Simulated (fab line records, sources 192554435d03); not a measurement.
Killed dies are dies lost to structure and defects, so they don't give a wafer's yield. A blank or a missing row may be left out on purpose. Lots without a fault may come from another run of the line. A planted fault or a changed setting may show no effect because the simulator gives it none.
Split-lot experiment | flow n5_finfet | 7 lots, 21 wafers read, on a route of 1938 steps

THE SPLIT
At N5_BEOL_M9_ETCH_62 (etches SOC in N2/H2, target depth 110 nm, overetch 22 nm, time 165 s), the setting source_w was moved away from the recipe's 840 W on 6 of the 21 wafers read, by -14.8% to -6.6%. The other wafers ran this setting at the recipe's value.

The reading is taken at the split's own step.

THE READING
rf_vpp_V, in V, at N5_BEOL_M9_ETCH_62 (etches SOC in N2/H2, target depth 110 nm, overetch 22 nm, time 165 s). Fault-free wafers of this fab line usually give 522.3 V, standard deviation 1.6 V.

wafer  | tool, chamber at the split | source_w as run, W | against the recipe | rf_vpp_V, V | against lot-mates on the recipe
L074.3 | rie_diel-01, 0             | 840                | recipe             | 522.6       | -
L074.4 | rie_diel-01, 2             | 840                | recipe             | 524.1       | -
L074.6 | rie_diel-01, 0             | 749.5              | -10.8%             | 541.2       | +17.9
L075.1 | rie_diel-01, 2             | 840                | recipe             | 522.6       | -
L075.3 | rie_diel-01, 1             | 840                | recipe             | 522.7       | -
L075.4 | rie_diel-01, 3             | 840                | recipe             | 524.0       | -
L079.1 | rie_diel-01, 2             | 840                | recipe             | 522.3       | -
L079.3 | rie_diel-01, 1             | 732.7              | -12.8%             | 546.1       | +23.8
L079.6 | rie_diel-01, 0             | 732.7              | -12.8%             | 546.4       | +24.1
L083.2 | rie_diel-01, 3             | 840                | recipe             | 522.3       | -
L083.4 | rie_diel-01, 0             | 840                | recipe             | 521.6       | -
L083.6 | rie_diel-01, 2             | 840                | recipe             | 520.9       | -
L087.1 | rie_diel-03, 1             | 840                | recipe             | 521.5       | -
L087.4 | rie_diel-03, 2             | 840                | recipe             | 523.9       | -
L087.6 | rie_diel-03, 0             | 840                | recipe             | 524.8       | -
L090.3 | rie_diel-03, 1             | 715.9              | -14.8%             | 550.7       | +26.0
L090.4 | rie_diel-03, 0             | 840                | recipe             | 525.0       | -
L090.5 | rie_diel-03, 0             | 840                | recipe             | 524.5       | -
L091.2 | rie_diel-03, 0             | 784.4              | -6.6%              | 536.3       | +16.1
L091.5 | rie_diel-03, 2             | 784.4              | -6.6%              | 535.0       | +14.8
L091.6 | rie_diel-03, 3             | 840                | recipe             | 520.2       | -

THE FIT
A straight line over all 21 wafers: rf_vpp_V changes by -1.84 V for each +1% of source_w; r = -0.99; the points scatter about the line by 1.3 V.
The same after taking each lot's own level away (the mean of its wafers on the recipe; 21 wafers): -1.84 V for each +1%; r = -0.99; scatter 1.4 V.
On that fit, the largest move of source_w shifts the reading by 27 V.
The lots' own levels span 520.20 to 524.75 V, that is 2.8 times the standard deviation above.
So the lot-to-lot level changes the slope little: the two slopes agree.
Check: with one of the wafers moved furthest among these (-14.8%) left out of the fit, the line predicts +28.1 V for it against its lot-mates. It came out at +26 V against them.
Tool readings at the split's step, against how far the setting was moved: rf_vpp_V r = -0.99.

OTHER SPLITS ON THESE WAFERS
These wafers also went through other splits before the reading. Each is held against what the fit with the lots' levels taken away leaves over:
other split on the same wafers     | wafers away from the commonest value | r with rf_vpp_V (lot level and that fit taken away)
N5_BEOL_M6_COAT_60 spin_rpm        | 9                                    | -0.06
N5_BEOL_M6_ETCH_62 time_s          | 5                                    | +0.13
N5_BEOL_M6_TRENCH_ETCH_37 source_w | 7                                    | +0.30
N5_BEOL_M8_ETCH_62 source_w        | 10                                   | -0.51

THE FILE'S OWN FIT
rf_vpp_V changes by -1.82 V for each +1% of source_w, r = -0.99.
